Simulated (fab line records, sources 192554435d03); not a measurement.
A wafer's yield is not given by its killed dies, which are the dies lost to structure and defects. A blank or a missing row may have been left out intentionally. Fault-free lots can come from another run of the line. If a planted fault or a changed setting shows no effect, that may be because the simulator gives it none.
A lot that was struck, set against a sound lot ; flow n5Finfet ; 16 steps out of a route of 1938
Sound: these wafers, L749.1, L749.2, L749.6. Struck: wafer L762.2 (L762.1, L762.3, from the same lot, were not struck and are left out); the cause is given at the end.
Per side, at each step with rows, come the tool, then ch with its chambers, and then its first start. Under that, the readings that differ: sound wafers ; struck wafers ; difference of the means ; sigmas: that difference in standard deviations of wafers without a fault.
alike: readings whose means differ by less than 2 such deviations, and words and numbers that are the same on both sides. not compared: withheld readings, readings that some wafer has no value for, bounds like >300 that may hide the same value, and numbers for which the record gives no deviation and whose values overlap.
The two part at a step that has a row with sigmas, a row that says differs or no value, or rows on one side only. Numbers that don't overlap but have no deviation are shown without sigmas and don't part them. Lack of a reading on every wafer of one side parts them only where that side has two or more wafers.

N5_FIN_CUT_CD_MEAS_08 targets a cd of 29.1 nm.
  sound on cdSem-02 ch 0, day 2 08:20; struck on cdSem-02 ch 0, day 5 16:36
reading;sound;struck;difference;sigmas
cdNm (nm);28.72 28.95 29.02;29.48;+0.58;+3
N5_FIN_CUT_OVL_MEAS_09:
  sound on overlay-02 ch 0, day 2 08:22; struck on overlay-01 ch 0, day 5 16:38
  alike: FIN_CUT_OVL
N5_FIN_CUT_INSPECT_10: inspects for defects (brightfield).
  sound on defectInspect-01 at day 2 08:26; struck on defectInspect-01 at day 5 16:41
  alike: rawDefectCount
then, 1 step without rows for these wafers: N5_FIN_CUT_DESCUM_13 (chemistry O2, time 7 s).
N5_FIN_CUT_ETCH_30: etches underlayer in N2/H2, target depth 13 nm, time 10.4 s.
  sound on rieDiel-04 ch 1,2,3, day 2 08:30; struck on rieDiel-06 ch 2, day 5 16:47
reading;sound;struck;difference;sigmas
showerheadPlenumPTorr (Torr);2.40 2.51 2.54;2.65;+0.17;+2
  alike: drypumpMotorCurrentA, etchRfOnTimeS, oesProductAu, rfVppV, throttleValvePct
  not compared: rfHoursCounterH
then, 4 steps without rows for these wafers: N5_FIN_CUT_ETCH_20 (etches SiARC in CF4, target depth 26 nm, time 43.3 s); N5_FIN_CUT_ETCH_21 (etches SOC in N2/H2, target depth 219 nm, overetch 43.8 nm, time 523.5 s); N5_FIN_CUT_STRIP_23 (strips in N2/H2); N5_FIN_CUT_STRIP_31 (strips in N2/H2).
N5_FIN_CUT_STRIP_24: strips in CF4.
  sound on rieDiel-04 ch 1,2,3, day 2 08:53; struck on rieDiel-06 ch 2, day 5 17:10
reading;sound;struck;difference;sigmas
showerheadPlenumPTorr (Torr);1.70 1.76 1.79;1.87;+0.12;+2
  alike: drypumpMotorCurrentA, oesProductAu, rfVppV, throttleValvePct
  not compared: rfHoursCounterH
N5_FIN_CUT_CUT_ETCH_26: etches SiNx in CH3F/O2, target depth 39 nm, time 55.7 s.
  sound on rieDiel-04 ch 1,2,3, day 2 08:54; struck on rieDiel-06 ch 2, day 5 17:11
reading;sound;struck;difference;sigmas
showerheadPlenumPTorr (Torr);1.89 1.97 2.00;2.08;+0.13;+2
  alike: drypumpMotorCurrentA, oes_o_777_au, oesProductAu, rfVppV, throttleValvePct
  not compared: rfHoursCounterH
N5_FIN_CUT_CUT_ETCH_27: etches SiO2 in CHF3/O2, target depth 4 nm, overetch 2 nm, time 4.9 s.
  sound on rieDiel-04 ch 1,2,3, day 2 08:56; struck on rieDiel-06 ch 2, day 5 17:14
reading;sound;struck;difference;sigmas
showerheadPlenumPTorr (Torr);2.29 2.37 2.41;2.51;+0.15;+2
  alike: drypumpMotorCurrentA, oes_o_777_au, oesProductAu, rfVppV, throttleValvePct
  not compared: rfHoursCounterH
N5_FIN_CUT_PRECLEAN_35: cleans in vHF, time 13.3 s.
  sound on vaporEtch-02 ch 0,1, day 2 09:01; struck on vaporEtch-01 ch 0, day 5 17:18
reading;sound;struck;difference;sigmas
drypumpMotorCurrentA (A);5.84 6.14 5.83;6.66;+0.72;+2
timeS (s);13.3 13.3 13.3;11.931;-1.369;
N5_FIN_CUT_CUT_ETCH_15: etches Si in HBr/Cl2/O2, target depth 100 nm, bt time 10 s, time 42.4 s.
  sound on rieSi-02 ch 1,2,3, day 2 09:05; struck on rieSi-02 ch 3, day 5 17:23
  alike: drypumpMotorCurrentA, oes_o_777_au, oesProductAu, throttleValvePct
  not compared: rfHoursCounterH
-- here the record skips 6 days between the struck wafers' starts before and after, leaving off in module FIN_CUT and picking up in module BEOL_M4 (first step shown: number 1111 of the route) --
N5_BEOL_M4_RC_MEAS_101:
  sound on prober-02 ch 0, day 8 15:31; struck on prober-01 ch 0, day 11 13:05
reading;sound;struck;difference;sigmas
IOFF_P (nA/um);0.230 0.201 0.270;0.165;-0.069;-3
VT_P (mV);-247 -249 -244;-256;-9;-3
  alike: DIBL_N, DIBL_P, IOFF_N, ION_N, ION_P, SS_N, SS_P, VT_N
-- a jump in the record: the struck wafers' starts before and after are 4 days apart (it breaks off in module BEOL_M4 and resumes in module PASSIVATION, where the first step shown is number 1936 of the route) --
N5_PASSIVATION_PROBE_49:
  sound on prober-01 at day 13 09:02; struck on prober-01 at day 15 12:38
reading;sound;struck;difference;sigmas
killed_at_M4_up;9 11 14;23;+12;+2
  alike: defectLimitedYield, killed_at_M0_to_M3, killedAtContacts, killedAtFrontEnd, killedAtOther, killedDies, killedOnRim, killedOpen, killedShort, sort_bin_5_function, sort_bin_6_memory, sortNPass, sortYieldPct

## WHERE THEY PART
First at N5_FIN_CUT_CD_MEAS_08; last, within this record, at N5_PASSIVATION_PROBE_49.

WHY: whatever the simulator had introduced
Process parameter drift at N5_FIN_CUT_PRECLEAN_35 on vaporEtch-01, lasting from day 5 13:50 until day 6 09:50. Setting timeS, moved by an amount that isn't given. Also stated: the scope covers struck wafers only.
